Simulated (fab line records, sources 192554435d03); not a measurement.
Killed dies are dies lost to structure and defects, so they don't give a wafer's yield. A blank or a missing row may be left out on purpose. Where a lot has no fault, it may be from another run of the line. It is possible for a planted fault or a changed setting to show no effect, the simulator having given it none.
Split-lot study	flow n5Finfet	7 lots, 21 wafers read, on a route of 1938 steps

== ABOUT THE SPLIT ==
At N5_BEOL_M11_COAT_60 (time 60 s, resist thk 30 nm), the setting spinRpm was moved away from the recipe's 1500 rpm on 6 of the 21 wafers read, by -7.6% to +8.3%. All remaining wafers had this setting at the recipe value.

== FROM THE SPLIT TO THE READING: what the file shows between them, 8 steps ==
- N5_BEOL_M11_COAT_05: resist thk 90 nm (also split here: spinRpm)
- N5_BEOL_M11_EBR_07
- N5_BEOL_M11_SOFTBAKE_06: time 60 s
- N5_BEOL_M11_EXPOSE_08: exposes mask M11
- N5_BEOL_M11_PEB_09: peb time 60 s
- N5_BEOL_M11_DEVELOP_10: develop time 30 s
- N5_BEOL_M11_DESCUM_16: chemistry O2, time 7.9 s
- N5_BEOL_M11_ETCH_61: etches SiARC in CF4, target depth 39 nm, time 65 s

== THE READING ==
SiARC_of_BEOL_M11_COAT_60.thkNm (the simulator's own value, which no gauge read), in nm, at N5_BEOL_M11_ETCH_62 (etches SOC in N2/H2, target depth 110 nm, overetch 22 nm, time 165 s). No usual value for it is given in the file. Across the 15 wafers here that went through the recipe, the average is 23.7 nm and the standard deviation 0.14 nm.

wafer	tool, chamber at the split	spinRpm as run, rpm	against the recipe	SiARC_of_BEOL_M11_COAT_60.thkNm, nm	against lot-mates on the recipe
L076.1	lithoTrack-05, 0	1500	recipe	23.6	-
L076.2	lithoTrack-05, 0	1500	recipe	23.8	-
L076.3	lithoTrack-05, 0	1500	recipe	23.8	-
L075.1	lithoTrack-05, 0	1500	recipe	23.6	-
L075.5	lithoTrack-05, 0	1500	recipe	23.8	-
L075.6	lithoTrack-05, 0	1500	recipe	23.8	-
L080.1	lithoTrack-03, 0	1500	recipe	23.8	-
L080.3	lithoTrack-03, 0	1386	-7.6%	24.8	+1.2
L080.5	lithoTrack-03, 0	1500	recipe	23.4	-
L083.2	lithoTrack-05, 0	1500	recipe	23.8	-
L083.4	lithoTrack-05, 0	1500	recipe	23.8	-
L083.3	lithoTrack-05, 0	1500	recipe	23.6	-
L092.1	lithoTrack-05, 0	1579	+5.3%	22.4	-1.2
L092.4	lithoTrack-05, 0	1500	recipe	23.6	-
L092.5	lithoTrack-05, 0	1500	recipe	23.6	-
L094.1	lithoTrack-01, 0	1433	-4.5%	24.2	no lot-mate on the recipe
L094.2	lithoTrack-01, 0	1433	-4.5%	24.4	no lot-mate on the recipe
L094.4	lithoTrack-01, 0	1433	-4.5%	24.4	no lot-mate on the recipe
L096.1	lithoTrack-05, 0	1500	recipe	23.4	-
L096.2	lithoTrack-05, 0	1625	+8.3%	22.2	-1.3
L096.3	lithoTrack-05, 0	1500	recipe	23.6	-

FIT RESULTS
A straight line over all 21 wafers: SiARC_of_BEOL_M11_COAT_60.thkNm changes by -0.171 nm for each +1% of spinRpm; r = -0.96; the points scatter about the line by 0.16 nm.
The same after taking each lot's own level away (the mean of its wafers on the recipe; 18 wafers): -0.169 nm for each +1%; r = -0.97; scatter 0.13 nm.
According to that fit, moving spinRpm by its largest amount changes the reading by 1.4 nm.
The lots' own levels span 23.50 to 23.73 nm, that is 1.7 times the standard deviation above.
Hence the lot-to-lot level has little effect on the slope; both slopes agree.
Check: with one of the wafers moved furthest among these (+8.3%) left out of the fit, the line predicts -1.54 nm for it against its lot-mates. Against them it came out at -1.3 nm.

== OTHER SPLITS ON THESE WAFERS ==
Before the reading, these wafers also passed through other splits. Each is held against what the fit with the lots' levels taken away leaves over:
other split on the same wafers	wafers away from the commonest value	r with SiARC_of_BEOL_M11_COAT_60.thkNm (lot level and that fit taken away)
N5_BEOL_M10_PEB_26 pebTimeS	8	+0.04
N5_BEOL_M11_COAT_05 spinRpm	4	+0.07

== THE WHOLE CHAIN: every reading that the file lists as answering this split, in the file's order ==
step	what it does	reading	change (the file's fit)	r (the file's)
N5_BEOL_M11_COAT_60	time 60 s, resist thk 30 nm	SiARC_of_BEOL_M11_COAT_60.thkNm (the simulator's own value, which no gauge read)	-0.144 nm for each +1% of the setting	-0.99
N5_BEOL_M11_ETCH_61	etches SiARC in CF4, target depth 39 nm, time 65 s	etch.depthNm (the simulator's own value, which no gauge read)	-0.149 nm for each +1% of the setting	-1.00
N5_BEOL_M11_ETCH_62	etches SOC in N2/H2, target depth 110 nm, overetch 22 nm, time 165 s	SiARC_of_BEOL_M11_COAT_60.thkNm (the simulator's own value, which no gauge read)	-0.17 nm for each +1% of the setting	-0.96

== FILE'S OWN FIT ==
SiARC_of_BEOL_M11_COAT_60.thkNm changes by -0.17 nm for each +1% of spinRpm, r = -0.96.
